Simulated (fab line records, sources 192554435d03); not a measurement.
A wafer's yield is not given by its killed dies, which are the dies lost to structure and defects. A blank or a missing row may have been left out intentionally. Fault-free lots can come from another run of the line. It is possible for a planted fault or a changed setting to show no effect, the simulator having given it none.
Matching of chambers || flow n5Finfet || N5_BEOL_M5_CVD_47 on cvdCo-02 has 3 sister chambers
The step deposits Co from CCTBA/H2, target thk 3 nm, time 216 s. 6 wafers are shown with their chamber, then 7 later ones without.

WAFERS WITH THEIR CHAMBER
{"wafer": "L848.6", "chamber": 1, "runLengthS (s)": 240.0}
{"wafer": "L850.1", "chamber": 1, "runLengthS (s)": 239.6}
{"wafer": "L850.2", "chamber": 0, "runLengthS (s)": 239.9}
{"wafer": "L850.4", "chamber": 2, "runLengthS (s)": 238.5}
{"wafer": "L851.1", "chamber": 2, "runLengthS (s)": 239.0}
{"wafer": "L851.3", "chamber": 0, "runLengthS (s)": 240.4}

WAFERS WITH NO CHAMBER GIVEN
{"wafer": "L851.4", "runLengthS (s)": 240.2}
{"wafer": "L853.2", "runLengthS (s)": 239.3}
{"wafer": "L853.4", "runLengthS (s)": 239.5}
{"wafer": "L853.5", "runLengthS (s)": 240.0}
{"wafer": "L852.1", "runLengthS (s)": 239.5}
{"wafer": "L852.3", "runLengthS (s)": 239.2}
{"wafer": "L852.6", "runLengthS (s)": 238.6}

CHAMBER TAKEN BY EACH
{"wafer": "L851.4", "from the rows above": "can't be placed: 0 or 1", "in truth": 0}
{"wafer": "L853.2", "from the rows above": "can't be placed: 1 or 2 or 0", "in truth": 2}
{"wafer": "L853.4", "from the rows above": "can't be placed: 1 or 0 or 2", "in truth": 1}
{"wafer": "L853.5", "from the rows above": "can't be placed: 0 or 1", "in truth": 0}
{"wafer": "L852.1", "from the rows above": "can't be placed: 1 or 0 or 2", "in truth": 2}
{"wafer": "L852.3", "from the rows above": "can't be placed: 2 or 1 or 0", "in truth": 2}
{"wafer": "L852.6", "from the rows above": 2, "in truth": 2}
Correctly placed: 1 of 7. Not placeable from these rows: 6 (in 6, the candidates include the true chamber). Number placed wrongly: 0.
How it was worked out, from the rows above alone: a wafer's distance from a chamber is the root of the sum, over the readings, of the square of ((its reading less the chamber's mean) divided by the reading's scatter). If the next closest chamber is less than 2 further off than the closest, the wafer can't be placed; otherwise it belongs to the closest. Each chamber's mean is taken over the wafers shown for it. How the scatter is found: for the shown wafers, subtract from each reading the mean of its chamber, square and add these, divide the total by (wafers less chambers), then take the root.
